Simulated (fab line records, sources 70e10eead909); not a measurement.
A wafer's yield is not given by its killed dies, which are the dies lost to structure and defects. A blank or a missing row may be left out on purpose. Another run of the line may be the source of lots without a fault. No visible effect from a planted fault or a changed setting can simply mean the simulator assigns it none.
fab line records + flow nandHarc + part 2 of 2: steps 27 to 34 of 34
record
- lots=5
- wafers=15
- lastDay=33
route steps=1302 shown A_M0@1151 A_M1@1169
lots untouched by any fault: they come from a run of this same line in which no faults occurred
startH: hours from the record's first day to the start of the lot's first wafer shown + waitH: hours elapsed since this lot's preceding step + " same as the row above + L1.1+2: several wafers, shown together as one row + - no value present, or no start provided + * or withheld: withheld + < > ~ a bound
route shown NAME@n: names a module that has steps shown in the file, with the first one's number in the route + usual: the fault-free wafers' mean and standard deviation + same: alike in all rows + chamber/n: place in a boat + sites: per-site readings + _std_site: the standard deviation of these + _edge_site: mean of outer sites minus mean of inner sites + radiusMm: for every site, how far away it sits from the centre of the wafer + mask NAME#n: copy n + behind: tool/chamber where the wafer was last shaped + hold: the reason the lot was held/the length of the hold in hours/how it ended + device: the transistor (n, p or np) that didn't switch + end of line: the same wafers' tests at the end of the route + for a step that has no rows: nothing shown but its recipe + killed: count of dies lost to structure and defects at first sort (not the wafer's yield) + map: dies across one wafer; x = killed, . = not, _ = none there
set.NAME: the setting as run; set.NAME@STEP: as run at that earlier step + model.NAME: the simulator's own value behind a step, which no gauge read
lots seen at some steps along the route; tables by step, rows by wafer
services: from which hour (startH, from the record's first day; less than 0 if before it) a tool's chamber was out of use, for how many hours, and why
## steps
# step NHARC_A_M1_DEVELOP_08
# recipe
- developTimeS=35
- devTempC=23
# usual
- chillPlateTempC=22.99/0.11
# same
- developTimeS=35
| lot.wafer | tool          | chamber | startH | waitH | chillPlateTempC |
|-----------|---------------|---------|--------|-------|-----------------|
| L075.2    | lithoTrack-01 | 0       | -      | -     | 22.91           |
| L075.4    | "             | 0       | "      | "     | 23.03           |
| L075.5    | "             | 0       | "      | "     | 22.93           |
| L077.2    | lithoTrack-06 | 0       | -      | -     | 22.96           |
| L077.4    | "             | 0       | "      | "     | 22.83           |
| L077.6    | "             | 0       | "      | "     | 22.83           |
| L081.1    | lithoTrack-01 | 0       | -      | -     | 22.97           |
| L081.2    | "             | 0       | "      | "     | 23.01           |
| L081.5    | "             | 0       | "      | "     | 22.93           |
| L083.4    | lithoTrack-04 | 0       | -      | -     | 23.11           |
| L083.5    | "             | 0       | "      | "     | 23.10           |
| L083.6    | "             | 0       | "      | "     | 23.00           |
| L096.2    | lithoTrack-06 | 0       | -      | -     | 23.17           |
| L096.4    | "             | 0       | "      | "     | 23.12           |
| L096.5    | "             | 0       | "      | "     | 22.87           |
# step NHARC_A_M1_CD_MEAS_09
# recipe
- targetCdNm=120
- landingEnergyEv=500
# usual
- cdNm=120.2/0.67
| lot.wafer | tool     | chamber | startH | waitH | cdNm  |
|-----------|----------|---------|--------|-------|-------|
| L075.2    | cdSem-03 | 0       | 543.16 | -     | 120.3 |
| L075.4    | "        | 0       | "      | "     | 119.8 |
| L075.5    | "        | 0       | "      | "     | 121.4 |
| L077.2    | cdSem-01 | 0       | 549.11 | -     | 120.7 |
| L077.4    | "        | 0       | "      | "     | 120.7 |
| L077.6    | "        | 0       | "      | "     | 120.4 |
| L081.1    | cdSem-02 | 0       | 594.39 | -     | 120.1 |
| L081.2    | "        | 0       | "      | "     | 119.6 |
| L081.5    | "        | 0       | "      | "     | 120.1 |
| L083.4    | cdSem-03 | 0       | 646.47 | -     | 120.2 |
| L083.5    | "        | 0       | "      | "     | 120.2 |
| L083.6    | "        | 0       | "      | "     | 120.0 |
| L096.2    | cdSem-02 | 0       | 744.13 | -     | 119.4 |
| L096.4    | "        | 0       | "      | "     | 119.5 |
| L096.5    | "        | 0       | "      | "     | 119.7 |
# step NHARC_A_M1_OVL_MEAS_10
# recipe
- pitchNm=240
# usual
- overlayXNm=-0.1/0.87
- overlayYNm=0.0/0.86
| lot.wafer | tool       | chamber | startH | waitH | overlayXNm | overlayYNm |
|-----------|------------|---------|--------|-------|------------|------------|
| L075.2    | overlay-01 | -       | 543.25 | -     | -0.3       | 0.2        |
| L075.4    | "          | -       | "      | "     | -0.7       | 0.4        |
| L075.5    | "          | -       | "      | "     | -0.4       | 0.6        |
| L077.2    | overlay-02 | -       | 549.20 | -     | -1.0       | 1.3        |
| L077.4    | "          | -       | "      | "     | -1.3       | 1.1        |
| L077.6    | "          | -       | "      | "     | -1.1       | 1.3        |
| L081.1    | overlay-01 | -       | 594.48 | -     | -0.6       | -0.1       |
| L081.2    | "          | -       | "      | "     | -0.3       | -0.3       |
| L081.5    | "          | -       | "      | "     | -0.7       | -0.6       |
| L083.4    | overlay-02 | -       | 646.56 | -     | 0.2        | 0.7        |
| L083.5    | "          | -       | "      | "     | -0.6       | 0.1        |
| L083.6    | "          | -       | "      | "     | -0.4       | -0.2       |
| L096.2    | overlay-02 | -       | 744.22 | -     | 0.1        | 0.6        |
| L096.4    | "          | -       | "      | "     | 0.0        | 0.7        |
| L096.5    | "          | -       | "      | "     | -0.1       | 0.4        |
# step NHARC_A_M1_INSPECT_11
# usual
- rawDefectCount=85/29
| lot.wafer | tool             | chamber | startH | waitH | rawDefectCount |
|-----------|------------------|---------|--------|-------|----------------|
| L075.2    | defectInspect-02 | -       | 543.29 | 0.0   | 108            |
| L075.4    | "                | -       | "      | "     | 108            |
| L075.5    | "                | -       | "      | "     | 118            |
| L077.2    | defectInspect-02 | -       | 549.24 | 0.0   | 103            |
| L077.4    | "                | -       | "      | "     | 124            |
| L077.6    | "                | -       | "      | "     | 100            |
| L081.1    | defectInspect-01 | -       | 594.52 | 0.0   | 84             |
| L081.2    | "                | -       | "      | "     | 78             |
| L081.5    | "                | -       | "      | "     | 88             |
| L083.4    | defectInspect-01 | -       | 646.59 | 0.0   | 95             |
| L083.5    | "                | -       | "      | "     | 80             |
| L083.6    | "                | -       | "      | "     | 78             |
| L096.2    | defectInspect-02 | -       | 744.26 | 0.0   | 80             |
| L096.4    | "                | -       | "      | "     | 101            |
| L096.5    | "                | -       | "      | "     | 98             |
# step NHARC_A_M1_DESCUM_14
# recipe
- timeS=3
- o2FlowSccm=200
- arFlowSccm=0
- biasPowerW=0
- chemistry=O2
# usual
- drypumpMotorCurrentA=5.7/0.64
- o2FlowSccm=200.0/0.54
- oesProductAu=1.000/0.0097
- rfVppV=57.5/0.91
- showerheadPlenumPTorr=1.87/0.076
- throttleValvePct=11.311/0.0091
# same
- timeS=3
| lot.wafer | tool       | chamber | startH | waitH | drypumpMotorCurrentA | o2FlowSccm | oesProductAu | rfHoursCounterH | rfVppV | showerheadPlenumPTorr | throttleValvePct |
|-----------|------------|---------|--------|-------|----------------------|------------|--------------|-----------------|--------|-----------------------|------------------|
| L075.4    | rieDiel-11 | 2       | 543.35 | 0.1   | 6.4                  | 199.8      | 0.990        | 4.9             | 54.9   | 1.81                  | 11.300           |
| L075.2    | "          | 0       | "      | "     | 6.3                  | 200.3      | 1.020        | 5.6             | 57.0   | 1.82                  | 11.316           |
| L075.5    | "          | 3       | "      | "     | 4.9                  | 200.2      | 1.007        | -               | 57.2   | 1.80                  | 11.311           |
| L077.2    | rieDiel-01 | 3       | 549.30 | 0.1   | 5.8                  | 199.8      | 1.011        | 4.7             | 57.2   | 1.89                  | 11.319           |
| L077.4    | "          | 0       | "      | "     | 4.9                  | 199.2      | 0.992        | 5.5             | 58.3   | 2.00                  | 11.323           |
| L077.6    | "          | 3       | "      | "     | 5.8                  | 200.9      | 1.017        | -               | 56.2   | 1.89                  | 11.296           |
| L081.1    | rieDiel-12 | 2       | 594.58 | 0.1   | 5.6                  | 200.3      | 0.990        | 8.7             | 57.2   | 1.80                  | 11.318           |
| L081.2    | "          | 0       | "      | "     | 4.7                  | 200.3      | 1.002        | 7.5             | 57.6   | 1.95                  | 11.312           |
| L081.5    | "          | 2       | "      | "     | 5.6                  | 199.1      | 0.994        | -               | 57.9   | 1.80                  | 11.310           |
| L083.4    | rieDiel-01 | 0       | 646.67 | 0.1   | 4.9                  | 199.4      | 0.985        | 2.3             | 57.3   | 2.00                  | 11.315           |
| L083.5    | "          | 2       | "      | "     | 5.3                  | 200.1      | 0.993        | -               | 58.9   | 1.87                  | 11.306           |
| L083.6    | "          | 3       | "      | "     | 5.8                  | 200.4      | 1.001        | -               | 56.2   | 1.89                  | 11.321           |
| L096.4    | rieDiel-01 | 0       | 744.32 | 0.1   | 4.9                  | 201.0      | 0.995        | 0               | 58.4   | 1.99                  | 11.315           |
| L096.2    | "          | 3       | "      | "     | 5.8                  | 199.5      | 1.008        | 0               | 57.4   | 1.89                  | 11.309           |
| L096.5    | "          | 0       | "      | "     | 4.9                  | 200.3      | 0.993        | -               | 57.3   | 1.99                  | 11.302           |
# step NHARC_A_M1_ETCH_35
# recipe
- targetDepthA=400
- overetchA=120
- timeS=43.94
- ionEnergyEv=200
- n2FlowSccm=150
- h2FlowSccm=150
- arFlowSccm=0
- rfW=400
- biasW=150
- chemistry=N2/H2
# usual
- drypumpMotorCurrentA=5.7/0.62
- oesProductAu=1.001/0.011
- rfVppV=429.4/2.3
- showerheadPlenumPTorr=2.00/0.082
- throttleValvePct=14.171/0.0087
# same
- timeS=43.94
| lot.wafer | tool       | chamber | startH | waitH | drypumpMotorCurrentA | oesProductAu | rfHoursCounterH | rfVppV | showerheadPlenumPTorr | throttleValvePct |
|-----------|------------|---------|--------|-------|----------------------|--------------|-----------------|--------|-----------------------|------------------|
| L075.4    | rieDiel-11 | 1       | 543.43 | 0.1   | 6.5                  | 1.016        | 5.5             | 433.1  | 2.14                  | 14.186           |
| L075.2    | "          | 2       | "      | "     | 6.5                  | 0.999        | 4.9             | 426.9  | 1.93                  | 14.184           |
| L075.5    | "          | 2       | "      | "     | 6.4                  | 1.007        | -               | 427.7  | 1.93                  | 14.188           |
| L077.4    | rieDiel-01 | 3       | 549.40 | 0.1   | 5.8                  | 1.000        | 4.7             | 429.7  | 2.02                  | 14.178           |
| L077.2    | "          | 0       | "      | "     | 4.9                  | 1.000        | 5.5             | 432.7  | 2.13                  | 14.183           |
| L077.6    | "          | 2       | "      | "     | 5.3                  | 0.994        | -               | 429.6  | 2.00                  | 14.159           |
| L081.2    | rieDiel-12 | 2       | 594.67 | 0.1   | 5.6                  | 1.007        | 8.8             | 427.8  | 1.92                  | 14.168           |
| L081.1    | "          | 1       | "      | "     | 6.2                  | 1.008        | 8.5             | 426.2  | 1.90                  | 14.156           |
| L081.5    | "          | 2       | "      | "     | 5.6                  | 1.010        | -               | 427.5  | 1.92                  | 14.167           |
| L083.4    | rieDiel-01 | 2       | 646.76 | 0.1   | 5.3                  | 0.986        | 2.3             | 430.6  | 2.00                  | 14.188           |
| L083.5    | "          | 3       | "      | "     | 5.8                  | 1.007        | -               | 430.2  | 2.02                  | 14.172           |
| L083.6    | "          | 0       | "      | "     | 4.9                  | 0.995        | -               | 431.9  | 2.13                  | 14.161           |
| L096.4    | rieDiel-01 | 2       | 744.40 | 0.1   | 5.3                  | 0.965        | 0.0             | 430.7  | 1.99                  | 14.166           |
| L096.2    | "          | 1       | "      | "     | 6.4                  | 1.000        | 0.0             | 427.5  | 1.92                  | 14.167           |
| L096.5    | "          | 2       | "      | "     | 5.3                  | 0.966        | -               | 428.5  | 1.99                  | 14.171           |
# step NHARC_A_M1_ETCH_15
# recipe
- targetDepthA=1825
- timeS=91.2
- c4f8FlowSccm=withheld
- arFlowSccm=400
- rfW=600
- biasW=300
- chemistry=C4F8/Ar
# usual
- oesProductAu=0.947/0.022
- rfVppV=439.6/2.7
# same
- timeS=91.2
| lot.wafer | tool       | chamber | startH | waitH | oesProductAu | rfHoursCounterH | rfVppV |
|-----------|------------|---------|--------|-------|--------------|-----------------|--------|
| L075.2    | rieDiel-11 | 2       | -      | -     | 0.925        | 4.9             | 437.3  |
| L075.4    | "          | 3       | "      | "     | 0.925        | 5.0             | 437.6  |
| L075.5    | "          | 0       | "      | "     | 0.936        | -               | 437.9  |
| L077.2    | rieDiel-01 | 1       | -      | -     | 0.930        | 5.2             | 436.9  |
| L077.4    | "          | 2       | "      | "     | 0.920        | 5.1             | 440.8  |
| L077.6    | "          | 2       | "      | "     | 0.920        | -               | 440.8  |
| L081.2    | rieDiel-12 | 1       | -      | -     | 0.927        | 8.5             | 436.3  |
| L081.1    | "          | 2       | "      | "     | 0.928        | 8.8             | 438.6  |
| L081.5    | "          | 1       | "      | "     | 0.930        | -               | 436.2  |
| L083.4    | rieDiel-01 | 2       | -      | -     | 0.940        | 2.3             | 440.4  |
| L083.5    | "          | 0       | "      | "     | 0.956        | -               | 443.8  |
| L083.6    | "          | 1       | "      | "     | 0.968        | -               | 437.2  |
| L096.4    | rieDiel-01 | 1       | -      | -     | 0.965        | 0.0             | 437.1  |
| L096.2    | "          | 2       | "      | "     | 0.965        | 0.0             | 441.4  |
| L096.5    | "          | 2       | "      | "     | 0.965        | -               | 439.8  |
# step NHARC_A_M1_CD_MEAS_16
# usual
- cdNm=120.0/0.96
| lot.wafer | tool     | chamber | startH | waitH | cdNm  |
|-----------|----------|---------|--------|-------|-------|
| L075.2    | cdSem-02 | -       | 543.66 | -     | 119.4 |
| L075.4    | "        | -       | "      | "     | 120.3 |
| L075.5    | "        | -       | "      | "     | 120.3 |
| L077.2    | cdSem-01 | -       | 549.61 | -     | 120.4 |
| L077.4    | "        | -       | "      | "     | 120.3 |
| L077.6    | "        | -       | "      | "     | 120.5 |
| L081.1    | cdSem-03 | -       | 594.89 | -     | 119.6 |
| L081.2    | "        | -       | "      | "     | 119.9 |
| L081.5    | "        | -       | "      | "     | 120.3 |
| L083.4    | cdSem-03 | -       | 646.97 | -     | 119.3 |
| L083.5    | "        | -       | "      | "     | 119.4 |
| L083.6    | "        | -       | "      | "     | 120.4 |
| L096.2    | cdSem-02 | -       | 744.62 | -     | 119.4 |
| L096.4    | "        | -       | "      | "     | 119.3 |
| L096.5    | "        | -       | "      | "     | 119.4 |
## services
| tool          | chamber | startH | hours | kind   |
|---------------|---------|--------|-------|--------|
| rieDiel-13    | -       | 519.00 | 9.0   | pm     |
| rieDiel-01    | 0       | 523.80 | 4.2   | repair |
| rieDiel-01    | 2       | 524.22 | 2.5   | repair |
| lithoTrack-06 | -       | 529.00 | 7.0   | pm     |
| rieDiel-01    | 3       | 539.94 | 8.5   | repair |
| pecvd-03      | -       | 547.61 | 13.0  | pm     |
| lithoTrack-04 | -       | 553.00 | 7.0   | pm     |
| rieDiel-01    | -       | 557.81 | 9.0   | pm     |
| rieDiel-13    | 1       | 568.36 | 35.9  | repair |
| pvdSputter-01 | -       | 582.00 | 10.0  | pm     |
| pvdSputter-01 | -       | 596.58 | 5.6   | repair |
| pvdSputter-01 | -       | 606.95 | 2.5   | repair |
| rieDiel-01    | 0       | 630.48 | 12.9  | repair |
| pvdSputter-02 | -       | 638.00 | 10.0  | pm     |
| pvdSputter-02 | -       | 648.77 | 6.2   | repair |
| pvdSputter-01 | -       | 661.17 | 3.5   | repair |
| pecvd-01      | -       | 674.85 | 13.0  | pm     |
| lithoTrack-01 | -       | 680.00 | 7.0   | pm     |
| pecvd-01      | 2       | 689.93 | 17.6  | repair |
| lithoTrack-06 | -       | 704.00 | 7.0   | pm     |
| rieDiel-01    | 3       | 705.43 | 12.5  | repair |
| lithoTrack-04 | -       | 728.00 | 7.0   | pm     |
| rieDiel-01    | 1       | 729.75 | 4.6   | repair |
| rieDiel-01    | -       | 734.81 | 9.0   | pm     |
